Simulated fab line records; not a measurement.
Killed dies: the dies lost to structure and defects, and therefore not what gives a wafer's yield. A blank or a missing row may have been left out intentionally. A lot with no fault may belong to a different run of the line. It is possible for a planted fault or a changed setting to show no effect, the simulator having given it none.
Chamber matching :: flow n5_finfet :: N5_FIN_CUT_DESCUM_13 on rie_diel-02: 4 sister chambers
The step chemistry O2, time 7 s. 4 wafers are shown with their chamber, then 12 later ones without.

## WAFERS PAIRED WITH THEIR CHAMBERS
wafer: L086.4
chamber: 2
showerhead_plenum_p_Torr (Torr): 2.19

wafer: L086.6
chamber: 3
showerhead_plenum_p_Torr (Torr): 2.07

wafer: L088.2
chamber: 1
showerhead_plenum_p_Torr (Torr): 2.03

wafer: L088.4
chamber: 0
showerhead_plenum_p_Torr (Torr): 2.08

## WAFERS WHOSE CHAMBER IS MISSING
wafer: L091.3
showerhead_plenum_p_Torr (Torr): 2.06

wafer: L091.4
showerhead_plenum_p_Torr (Torr): 2.03

wafer: L091.6
showerhead_plenum_p_Torr (Torr): 2.08

wafer: L093.4
showerhead_plenum_p_Torr (Torr): 2.06

wafer: L093.5
showerhead_plenum_p_Torr (Torr): 2.19

wafer: L093.6
showerhead_plenum_p_Torr (Torr): 2.06

wafer: L094.2
showerhead_plenum_p_Torr (Torr): 2.18

wafer: L094.3
showerhead_plenum_p_Torr (Torr): 2.03

wafer: L094.4
showerhead_plenum_p_Torr (Torr): 2.18

wafer: L095.1
showerhead_plenum_p_Torr (Torr): 2.06

wafer: L095.4
showerhead_plenum_p_Torr (Torr): 2.18

wafer: L095.5
showerhead_plenum_p_Torr (Torr): 2.06

## CHAMBER TAKEN BY EACH
wafer: L091.3
from the rows above: can't be placed: 3 or 0
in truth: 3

wafer: L091.4
from the rows above: 1
in truth: 1

wafer: L091.6
from the rows above: can't be placed: 0 or 3
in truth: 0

wafer: L093.4
from the rows above: can't be placed: 3 or 0
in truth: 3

wafer: L093.5
from the rows above: 2
in truth: 2

wafer: L093.6
from the rows above: can't be placed: 3 or 0
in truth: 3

wafer: L094.2
from the rows above: 2
in truth: 2

wafer: L094.3
from the rows above: 1
in truth: 1

wafer: L094.4
from the rows above: 2
in truth: 2

wafer: L095.1
from the rows above: can't be placed: 3 or 0
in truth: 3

wafer: L095.4
from the rows above: 2
in truth: 2

wafer: L095.5
from the rows above: can't be placed: 3 or 0
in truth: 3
Placed correctly: 6 of 12. Cannot be placed on the basis of these rows: 6; the candidates contain the true chamber in 6. Placed wrongly: 0.
How it was worked out, from the rows above alone: a wafer's distance from a chamber is the root of the sum, over the readings, of the square of ((its reading less the chamber's mean) divided by the reading's scatter). The wafer belongs to the nearest chamber; if the next one is less than 2 further off, it can't be placed. For every chamber, the mean is computed from those of its wafers that are shown. The scatter: root of mean squared gap, hidden wafer to nearest shown wafer, with one shown wafer a chamber.
